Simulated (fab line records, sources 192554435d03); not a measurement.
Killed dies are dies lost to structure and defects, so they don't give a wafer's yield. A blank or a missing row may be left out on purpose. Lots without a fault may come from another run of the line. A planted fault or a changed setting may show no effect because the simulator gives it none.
A struck lot beside a sound one | flow n5_finfet | 36 steps out of a route of 1938
Sound: wafers L374.3, L374.4, L374.5. Struck: wafers L382.2, L382.4, L382.6. The cause comes at the end.
At each step with rows: each side's tool, then ch and its chambers, then its first start. Under that, the readings that differ: sound wafers | struck wafers | difference of the means | sigmas: that difference in standard deviations of wafers without a fault.
alike: readings whose means differ by less than 2 such deviations, and words and numbers that are the same on both sides. not compared: withheld readings, readings that some wafer has no value for, bounds like >300 that may hide the same value, and numbers for which the record gives no deviation and whose values overlap.
The two part at a step that has a row with sigmas, a row that says differs or no value, or rows on one side only. Numbers that don't overlap but have no deviation are shown without sigmas and don't part them. A reading that every wafer of one side lacks parts them only if that side has two wafers or more.

first, 9 steps without rows for these wafers: N5_BEOL_M6_SURFACE_TREAT_79; N5_BEOL_M6_CVD_78 (deposits Co from CCTBA/H2, target thk 2 nm, time 142.3 s); N5_BEOL_M6_SPUTTER_48 (material Cu, target thk 10 nm, time 1.667 s); N5_BEOL_M6_ECD_50 (material Cu, target thk 300 nm); N5_BEOL_M6_ANNEAL_51 (time 90 s); N5_BEOL_M6_CMP_52 (polishes, stops on SiCOH lowk, t overpolish 6.9 s, target thk 80 nm); N5_BEOL_M6_PRE_CLEAN_55 (time 15 s); N5_BEOL_M6_DEP_56 (deposits SiCN from 3MS/NH3, target thk 10 nm, time 17.5 s); N5_BEOL_M7_ILD_DEP_00 (deposits SiCOH lowk from DEMS/porogen, target thk 179.75 nm, time 33.4 s).
N5_BEOL_M7_CURE_74: cures SiCOH lowk, time 240 s.
  sound on uv_cure-03 ch 1, day 12 10:35; struck on uv_cure-03 ch 1, day 14 11:54
  no value came back on the struck wafers for lamp_power_pct (%), run_length_s (s), wafer_temp_C_max; on the sound wafers lamp_power_pct (%) reads 52.34 52.22 52.32
  reading                                            | sound             | struck            | difference | sigmas
  model.SiCOH_lowk_of_BEOL_M7_ILD_DEP_00.thk_nm (nm) | 154.8 157.6 157.8 | 175.4 182.2 177.2 | +21.5      |
N5_BEOL_M7_THK_MEAS_01:
  sound on film_metro-02, day 12 10:56; struck on film_metro-02, day 14 12:20
  reading         | sound             | struck            | difference | sigmas
  M7_ILD_THK (nm) | 154.9 157.5 157.7 | 175.4 182.2 177.1 | +21.5      | +9
then, 24 steps without rows for these wafers: N5_BEOL_M7_PECVD_70 (deposits SiO2 from TEOS/O2, target thk 20 nm, time 22.7 s); N5_BEOL_M7_HM_DEP_02 (deposits TiN, target thk 20 nm); N5_BEOL_M7_COAT_59 (time 60 s, resist thk 100 nm); N5_BEOL_M7_COAT_60 (time 60 s, resist thk 35 nm); N5_BEOL_M7_COAT_05 (resist thk 90 nm); N5_BEOL_M7_EBR_07; N5_BEOL_M7_SOFTBAKE_06 (time 60 s); N5_BEOL_M7_EXPOSE_08 (exposes mask M7); N5_BEOL_M7_PEB_09 (peb time 60 s); N5_BEOL_M7_DEVELOP_10 (develop time 30 s); N5_BEOL_M7_DESCUM_16 (chemistry O2, time 7.9 s); N5_BEOL_M7_ETCH_61 (etches SiARC in CF4, target depth 45.5 nm, time 75.8 s); N5_BEOL_M7_ETCH_62 (etches SOC in N2/H2, target depth 110 nm, overetch 22 nm, time 165 s); N5_BEOL_M7_STRIP_68 (strips in N2/H2); N5_BEOL_M7_STRIP_67 (strips in CF4); N5_BEOL_M7_HM_OPEN_17 (chemistry Cl2/BCl3, target TiN, target depth 20 nm, overetch 6 nm); N5_BEOL_M7_STRIP_19 (strips in O2); N5_BEOL_M7_COAT_63 (time 60 s, resist thk 60 nm); N5_BEOL_M7_COAT_64 (time 60 s, resist thk 12 nm); N5_BEOL_M7_COAT_71 (time 60 s, resist thk 5 nm); N5_BEOL_M7_COAT_22 (resist thk 30 nm); N5_BEOL_M7_EBR_24; N5_BEOL_M7_SOFTBAKE_23 (time 60 s); N5_BEOL_M7_EXPOSE_25 (exposes mask V6, target cd 40 nm).
N5_BEOL_M7_CMP_52: polishes, stops on SiCOH lowk, t overpolish 6.9 s, target thk 80 nm.
  sound on cmp-03 ch 1,3, day 12 16:30; struck on cmp-03 ch 0,1,2, day 14 22:36
  reading                                            | sound             | struck            | difference | sigmas
  model.SiCOH_lowk_of_BEOL_M7_ILD_DEP_00.thk_nm (nm) | 151.8 154.6 154.8 | 172.4 179.2 174.2 | +21.5      |
  alike: clearing_platen_down_force_psi, motor_current_A

WHERE THEY PART
First at N5_BEOL_M7_CURE_74; last, within this record, at N5_BEOL_M7_THK_MEAS_01. Later steps at which nothing parts them and some readings are alike: N5_BEOL_M7_CMP_52.

WHY: what the simulator had put in
Skipped step whole: uv_cure-03, from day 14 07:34 on, at N5_BEOL_M7_CURE_74. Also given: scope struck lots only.
